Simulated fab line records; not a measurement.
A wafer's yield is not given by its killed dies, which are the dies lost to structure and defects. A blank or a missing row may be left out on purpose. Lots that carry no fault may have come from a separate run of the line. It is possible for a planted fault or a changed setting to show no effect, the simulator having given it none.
fab line records	flow n5-finfet	part 2 of 2: steps 4 to 6 of 6
[record] lots = 22	wafers = 66	last-day = 17
route steps=1938 shown BEOL_M6@1210
lots with no fault: from the same line, run without faults
start-h: start of the lot's first displayed wafer, in hours after the record's first day	wait-h: hours since the lot's step before	" repeats the value in the row above	L1.1+2: several wafers, shown together as one row	- value missing, or start not given	* or withheld: withheld	< > ~ a bound
route shown NAME@n: names a module that has steps shown in the file, with the first one's number in the route	usual: mean/standard deviation of fault-free wafers	same: alike in all rows	chamber/n: place in a boat	sites: the reading at each site	_std_site: how widely they spread, as a standard deviation	_edge_site: the outer-site mean with the inner-site mean subtracted	radius-mm: how far each site lies from the wafer's centre	mask NAME#n: copy n	behind: the tool/chamber that last shaped the wafer	hold: why the lot went on hold/how many hours it stayed there/how the hold came to an end	device: whichever transistor did not switch (one of n, p or np)	end of line: the tests these same wafers got at the end of their route	a step with no rows: only its recipe	killed: count of dies lost to structure and defects at first sort (not the wafer's yield)	map: dies across one wafer; x = killed, . = not, _ = none there
set.NAME: the setting as run; set.NAME@STEP: as run at that earlier step	model.NAME: the simulator's own value behind a step, which no gauge read
steps of the route over a sample of lots; a table a step, a row a wafer
services: when a tool's chamber went out of use (start-h, in hours from the record's first day, below 0 if earlier), for how many hours, and the reason
[[steps]]
[step N5_BEOL_M6_ETCH_65]
[recipe] chemistry = CF4	target = SiARC	target-depth-a = 156	mask-material = CAR-EUV	time-s = 26	ion-energy-ev = 80	pressure-mtorr = 40	source-w = 545	bias-w = 36	Ar_flow_sccm = 100	cf4-flow-sccm = 100	ends = cleared
[usual] chamber-pressure-mTorr = 40.00/0.036	drypump-motor-current-A = 5.8/0.4	etch-rf-on-time-s = 26.0/0.34	oes-product-au = 0.69/0.068	rf-vpp-V = 184.4/1.2	showerhead-plenum-p-Torr = 2.17/0.068	throttle-valve-pct = 15.45/0.23
lot.wafer	tool	chamber	start-h	wait-h	chamber-pressure-mTorr	drypump-motor-current-A	etch-rf-on-time-s	oes-product-au	rf-hours-counter-h	rf-vpp-V	showerhead-plenum-p-Torr	throttle-valve-pct
L074.2	rie-diel-06	0	182.88	0.0	39.98	5.9	26.0	0.63	155	184.8	2.14	15.45
L074.3	"	3	"	"	40.03	6.6	26.1	0.58	235	181.3	2.03	15.38
L074.4	"	3	"	"	39.98	6.6	26.0	0.58	-	183.8	2.03	15.39
L077.2	rie-diel-05	1	203.47	0.0	39.99	5.7	26.1	0.63	144	185.2	2.23	15.44
L077.3	"	0	"	"	39.94	5.1	25.9	0.77	22	184.6	2.27	15.51
L077.4	"	2	"	"	40.03	5.8	25.9	0.77	29	184.5	2.18	15.04
L076.3	rie-diel-06	0	203.86	0.0	39.99	5.9	26.1	0.62	163	183.4	2.13	15.48
L076.5	"	3	"	"	40.06	6.6	26.3	0.58	-	182.9	2.02	15.39
L076.6	"	0	"	"	39.91	5.9	26.2	0.63	-	183.4	2.13	15.48
L079.1	rie-diel-05	2	208.45	0.0	40.00	5.8	25.8	0.77	31	184.7	2.18	15.03
L079.4	"	0	"	"	40.01	5.0	26.1	0.75	-	185.1	2.27	15.54
L079.6	"	1	"	"	40.06	5.7	26.1	0.62	-	183.9	2.23	15.47
L078.1	rie-diel-04	3	208.74	0.0	40.02	5.6	25.0	0.79	18	184.3	2.18	15.22
L078.4	"	1	"	"	40.00	6.0	25.4	0.72	69	183.3	2.17	15.24
L078.5	"	0	"	"	40.01	5.4	25.8	0.73	-	184.2	2.18	15.51
L080.3	rie-diel-05	2	220.95	0.0	39.96	5.8	26.0	0.75	38	185.6	2.18	15.05
L080.4	"	0	"	"	39.96	5.0	26.1	0.75	-	186.8	2.27	15.55
L080.5	"	2	"	"	39.97	5.8	26.3	0.74	-	183.5	2.18	15.05
L081.3	rie-diel-04	3	230.44	0.0	39.96	5.5	25.3	0.77	26	185.5	2.18	15.22
L081.5	"	1	"	"	40.02	6.0	25.7	0.71	-	185.1	2.17	15.24
L081.6	"	2	"	"	39.95	5.9	25.6	0.68	-	183.6	2.15	15.77
L082.1	rie-diel-06	2	234.93	0.0	39.99	5.6	26.1	0.64	173	182.7	2.05	15.69
L082.4	"	1	"	"	40.04	6.4	25.9	0.71	-	185.2	2.25	15.54
L082.6	"	0	"	"	40.04	5.9	26.1	0.61	-	183.8	2.13	15.49
L083.1	rie-diel-04	1	238.98	0.0	40.02	6.0	25.6	0.72	79	184.2	2.17	15.26
L083.4	"	3	"	"	39.94	5.5	25.3	0.77	29	182.6	2.18	15.24
L083.5	"	0	"	"	39.96	5.4	25.8	0.73	-	183.2	2.17	15.53
L085.3	rie-diel-04	1	254.14	0.0	40.06	6.0	25.9	0.70	85	183.7	2.17	15.26
L085.5	"	2	"	"	40.01	5.9	25.8	0.66	-	184.5	2.15	15.77
L085.6	"	3	"	"	39.98	5.6	25.5	0.76	-	183.7	2.18	15.25
L086.1	rie-diel-04	3	264.60	0.0	40.03	5.6	25.7	0.75	39	183.8	2.18	15.25
L086.5	"	2	"	"	39.93	5.9	25.8	0.66	-	184.0	2.15	15.79
L086.6	"	3	"	"	39.98	5.6	25.4	0.75	-	182.3	2.18	15.26
L084.1	rie-diel-06	0	264.83	0.0	40.05	5.9	26.2	0.61	185	183.7	2.13	15.53
L084.2	"	3	"	"	39.96	6.6	25.4	0.84	5	184.8	2.27	14.91
L084.6	"	3	"	"	40.04	6.6	25.2	0.84	-	186.1	2.27	14.92
L088.2	rie-diel-06	2	267.72	0.0	39.97	5.7	26.0	0.63	186	183.9	2.05	15.71
L088.5	"	3	"	"	40.05	6.6	25.6	0.83	-	186.8	2.27	14.93
L088.6	"	2	"	"	40.03	5.7	26.0	0.63	-	183.0	2.05	15.70
L087.1	rie-diel-06	3	276.26	0.0	40.01	6.6	25.4	0.82	9	185.5	2.27	14.93
L087.2	"	1	"	"	39.98	6.5	25.8	0.71	95	184.5	2.25	15.57
L087.3	"	2	"	"	40.05	5.6	25.8	0.63	188	184.1	2.05	15.70
L089.1	rie-diel-05	3	277.32	0.0	39.96	5.9	25.9	0.79	13	183.8	2.10	15.36
L089.4	"	1	"	"	40.00	5.7	26.1	0.60	176	186.6	2.22	15.51
L089.6	"	1	"	"	40.00	5.7	26.0	0.61	-	185.9	2.22	15.52
L090.2	rie-diel-05	2	282.10	0.0	40.03	5.8	25.8	0.72	63	186.9	2.17	15.11
L090.3	"	0	"	"	40.03	5.1	25.9	0.71	57	185.4	2.26	15.60
L090.6	"	3	"	"	40.01	5.9	25.9	0.79	-	183.2	2.10	15.37
L091.1	rie-diel-05	3	284.69	0.0	40.03	5.9	26.0	0.79	16	182.3	2.10	15.35
L091.2	"	2	"	"	39.98	5.8	26.1	0.72	64	184.8	2.17	15.10
L091.3	"	1	"	"	40.01	5.6	26.1	0.60	179	185.8	2.22	15.54
L093.1	rie-diel-05	1	294.15	0.0	40.02	5.7	26.1	0.61	183	185.5	2.22	15.53
L093.5	"	1	"	"	39.94	5.7	25.9	0.60	-	185.3	2.22	15.53
L093.6	"	0	"	"	40.05	5.0	26.0	0.71	-	185.2	2.26	15.60
L092.2	rie-diel-05	0	300.80	0.0	39.99	5.1	26.0	0.70	64	185.5	2.25	15.61
L092.4	"	1	"	"	40.00	5.7	26.1	0.59	186	184.8	2.22	15.54
L092.5	"	3	"	"	40.04	5.9	26.0	0.77	-	183.8	2.10	15.37
L094.1	rie-diel-06	1	316.77	0.0	39.96	6.4	26.5	0.69	108	186.7	2.24	15.59
L094.3	"	0	"	"	40.08	5.9	26.6	0.59	201	183.6	2.12	15.56
L094.4	"	3	"	"	40.00	6.6	26.0	0.78	21	184.7	2.27	14.94
L095.2	rie-diel-06	1	319.94	0.0	40.00	6.5	26.3	0.69	109	184.7	2.24	15.60
L095.4	"	2	"	"	39.98	5.6	26.7	0.62	200	183.2	2.04	15.75
L095.5	"	0	"	"	40.03	5.9	26.5	0.60	-	183.8	2.12	15.54
L097.3	rie-diel-04	3	331.96	0.0	40.01	5.6	25.7	0.72	62	184.1	2.17	15.31
L097.4	"	1	"	"	40.00	6.0	26.4	0.67	114	184.3	2.16	15.34
L097.6	"	0	"	"	40.00	5.5	26.2	0.69	-	183.8	2.16	15.61
[step N5_BEOL_M6_OCD_MEAS_38]
[usual] trench-depth-nm = 94.6/1.3
lot.wafer	tool	chamber	start-h	wait-h	trench-depth-nm
L074.2	ocd-01	-	183.26	-	92.7
L074.3	"	-	"	"	93.9
L074.4	"	-	"	"	93.2
L077.2	ocd-01	-	203.84	-	95.5
L077.3	"	-	"	"	95.3
L077.4	"	-	"	"	95.6
L076.3	ocd-01	-	204.24	-	93.9
L076.5	"	-	"	"	93.3
L076.6	"	-	"	"	93.5
L079.1	ocd-01	-	208.83	-	96.0
L079.4	"	-	"	"	94.4
L079.6	"	-	"	"	94.5
L078.1	ocd-01	-	209.12	-	96.8
L078.4	"	-	"	"	94.4
L078.5	"	-	"	"	94.1
L080.3	ocd-02	-	221.33	-	96.1
L080.4	"	-	"	"	96.4
L080.5	"	-	"	"	96.0
L081.3	ocd-02	-	230.82	-	95.4
L081.5	"	-	"	"	93.6
L081.6	"	-	"	"	94.8
L082.1	ocd-01	-	235.31	-	94.4
L082.4	"	-	"	"	94.8
L082.6	"	-	"	"	93.8
L083.1	ocd-02	-	239.35	-	95.8
L083.4	"	-	"	"	96.7
L083.5	"	-	"	"	94.1
L085.3	ocd-01	-	254.52	-	97.1
L085.5	"	-	"	"	96.4
L085.6	"	-	"	"	97.7
L086.1	ocd-02	-	264.97	-	95.7
L086.5	"	-	"	"	95.3
L086.6	"	-	"	"	95.7
L084.1	ocd-01	-	265.20	-	93.7
L084.2	"	-	"	"	95.8
L084.6	"	-	"	"	96.3
L088.2	ocd-02	-	268.09	-	93.3
L088.5	"	-	"	"	96.8
L088.6	"	-	"	"	93.7
L087.1	ocd-01	-	276.64	-	96.7
L087.2	"	-	"	"	95.1
L087.3	"	-	"	"	94.6
L089.1	ocd-01	-	277.71	-	95.4
L089.4	"	-	"	"	93.2
L089.6	"	-	"	"	94.1
L090.2	ocd-02	-	282.48	-	94.7
L090.3	"	-	"	"	94.6
L090.6	"	-	"	"	95.5
L091.1	ocd-01	-	285.07	-	95.4
L091.2	"	-	"	"	95.4
L091.3	"	-	"	"	93.4
L093.1	ocd-01	-	294.52	-	94.8
L093.5	"	-	"	"	93.5
L093.6	"	-	"	"	94.6
L092.2	ocd-02	-	301.17	-	92.9
L092.4	"	-	"	"	93.7
L092.5	"	-	"	"	93.5
L094.1	ocd-01	-	317.15	-	93.2
L094.3	"	-	"	"	93.0
L094.4	"	-	"	"	94.8
L095.2	ocd-02	-	320.32	-	94.2
L095.4	"	-	"	"	93.3
L095.5	"	-	"	"	94.0
L097.3	ocd-02	-	332.34	-	95.0
L097.4	"	-	"	"	93.8
L097.6	"	-	"	"	93.7
[step N5_BEOL_M6_DEP_56]
[recipe] material = SiCN	target-thk-a = 100	temp-c = withheld	precursor = 3MS/NH3	pressure-torr = 3	rf-w = 202	time-s = 17.5
[usual] showerhead-plenum-p-Torr = 3.674/0.0091	throttle-valve-pct = 8.8/0.36
lot.wafer	tool	chamber	start-h	wait-h	showerhead-plenum-p-Torr	throttle-valve-pct
L074.2	pecvd-03	2	186.76	0.0	3.677	8.7
L074.3	"	1	"	"	3.685	8.9
L074.4	"	1	"	"	3.696	8.9
L077.2	pecvd-01	1	206.99	0.0	3.674	9.0
L077.3	"	2	"	"	3.668	8.7
L077.4	"	1	"	"	3.676	8.9
L076.3	pecvd-03	2	207.22	0.0	3.669	8.4
L076.5	"	0	"	"	3.687	8.5
L076.6	"	2	"	"	3.672	8.6
L079.1	pecvd-01	2	212.12	0.0	3.642	8.8
L079.4	"	2	"	"	3.662	8.5
L079.6	"	0	"	"	3.675	9.6
L078.1	pecvd-03	1	212.32	0.0	3.680	8.9
L078.4	"	2	"	"	3.673	8.8
L078.5	"	0	"	"	3.679	8.8
L080.3	pecvd-01	1	224.42	0.0	3.668	8.8
L080.4	"	1	"	"	3.669	8.8
L080.5	"	0	"	"	3.670	9.6
L081.3	pecvd-03	1	233.55	0.0	3.679	8.7
L081.5	"	1	"	"	3.670	8.9
L081.6	"	2	"	"	3.686	8.9
L082.1	pecvd-03	0	237.92	0.0	3.671	8.6
L082.4	"	2	"	"	3.669	8.8
L082.6	"	0	"	"	3.679	8.6
L083.1	pecvd-04	2	243.41	0.0	3.671	8.7
L083.4	"	2	"	"	3.666	8.8
L083.5	"	0	"	"	3.686	8.7
L085.3	pecvd-04	1	257.01	0.0	3.671	8.4
L085.5	"	2	"	"	3.664	8.5
L085.6	"	1	"	"	3.668	8.2
L086.1	pecvd-03	0	268.07	0.0	3.691	8.6
L086.5	"	0	"	"	3.692	8.6
L086.6	"	2	"	"	3.661	8.4
L084.1	pecvd-04	0	268.19	0.0	3.676	9.0
L084.2	"	2	"	"	3.672	8.5
L084.6	"	0	"	"	3.679	8.7
L088.2	pecvd-03	1	272.21	0.0	3.679	8.7
L088.5	"	0	"	"	3.681	8.9
L088.6	"	2	"	"	3.676	8.7
L087.1	pecvd-01	1	280.40	0.0	3.667	8.7
L087.2	"	2	"	"	3.658	8.8
L087.3	"	0	"	"	3.682	9.6
L089.1	pecvd-01	2	281.33	0.0	3.670	8.6
L089.4	"	1	"	"	3.670	8.5
L089.6	"	2	"	"	3.653	8.9
L090.2	pecvd-03	2	285.78	0.0	3.669	8.8
L090.3	"	0	"	"	3.694	8.7
L090.6	"	2	"	"	3.677	8.6
L091.1	pecvd-01	2	287.91	0.0	3.655	8.5
L091.2	"	0	"	"	3.678	9.6
L091.3	"	1	"	"	3.679	9.2
L093.1	pecvd-04	1	297.20	0.0	3.672	8.8
L093.5	"	0	"	"	3.677	8.7
L093.6	"	1	"	"	3.672	8.1
L092.2	pecvd-03	0	303.71	0.0	3.679	8.4
L092.4	"	1	"	"	3.680	8.9
L092.5	"	0	"	"	3.684	8.5
L094.1	pecvd-04	0	319.84	0.0	3.682	8.9
L094.3	"	1	"	"	3.663	8.1
L094.4	"	0	"	"	3.690	8.6
L095.2	pecvd-01	0	322.86	0.0	3.657	9.5
L095.4	"	1	"	"	3.670	8.9
L095.5	"	0	"	"	3.682	9.9
L097.3	pecvd-04	0	337.63	0.0	3.679	9.0
L097.4	"	1	"	"	3.668	8.5
L097.6	"	2	"	"	3.672	8.7
[[services]]
tool	chamber	start-h	hours	kind
pecvd-03	0	199.89	3.5	repair
pecvd-04	2	202.38	-	clean
pecvd-04	2	202.38	-	consumable-replace:showerhead
rie-diel-05	3	204.47	-	clean
rie-diel-05	3	204.47	-	consumable-replace:focus-ring
rie-diel-05	3	204.47	40.2	scheduled-down
rie-diel-05	3	204.47	40.2	vent-cycle
rie-diel-06	3	228.27	-	clean
rie-diel-06	3	228.27	-	consumable-replace:focus-ring
rie-diel-06	3	228.27	-	consumable-replace:showerhead
rie-diel-06	3	228.27	22.3	scheduled-down
rie-diel-06	3	228.27	22.3	vent-cycle
pecvd-01	2	240.38	2.1	scheduled-down
pecvd-03	-	268.76	0.7	repair
pecvd-03	-	270.53	0.7	repair
pecvd-03	2	273.06	3.7	repair
pecvd-01	1	289.93	18.0	repair
pecvd-01	0	293.05	6.1	repair
pecvd-03	-	307.08	2.8	pm
rie-diel-04	0	314.36	2.7	repair
pecvd-03	0	315.04	5.0	scheduled-down
pecvd-01	2	315.64	3.9	repair
pecvd-01	-	318.23	0.4	repair
pecvd-01	2	320.63	5.5	scheduled-down
